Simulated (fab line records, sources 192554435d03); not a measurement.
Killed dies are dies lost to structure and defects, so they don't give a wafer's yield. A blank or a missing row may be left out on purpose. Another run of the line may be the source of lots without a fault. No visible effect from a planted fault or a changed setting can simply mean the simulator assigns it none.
Chamber matching -- flow n5-finfet -- N5_PASSIVATION_VIA_ETCH_13 on rie-diel-02 has 4 sister chambers
The step etches SiO2 in CHF3/O2, target depth 660 nm, time 330 s. 4 wafers are shown with their chamber, then 10 later ones without.

WAFERS WITH THEIR CHAMBER
wafer,chamber,drypump-motor-current-A (A)
L086.1,3,5.35
L086.4,2,5.83
L090.3,0,5.11
L090.5,1,5.67

WAFERS WITH NO CHAMBER GIVEN
wafer,drypump-motor-current-A (A)
L090.6,5.09
L092.2,5.84
L092.4,5.34
L092.6,5.32
L093.1,5.87
L093.4,5.65
L093.6,5.85
L097.1,5.32
L097.2,5.81
L097.3,5.69

WHICH CHAMBER EACH WENT THROUGH
wafer,from the rows above,in truth
L090.6,0,0
L092.2,2,2
L092.4,3,3
L092.6,3,3
L093.1,2,2
L093.4,1,1
L093.6,2,2
L097.1,3,3
L097.2,2,2
L097.3,1,1
Correct placement for 10 of the 10. Number that these rows cannot place: 0. Wrongly placed: 0.
How it was worked out, from the rows above alone: a wafer's distance from a chamber is the root of the sum, over the readings, of the square of ((its reading less the chamber's mean) divided by the reading's scatter). The wafer belongs to the nearest chamber; if the next one is less than 2 further off, it can't be placed. A chamber's mean is the mean of its shown wafers. The scatter (one wafer shown for each chamber): square how far every hidden wafer sits from the nearest shown wafer, average those squares and take the square root.
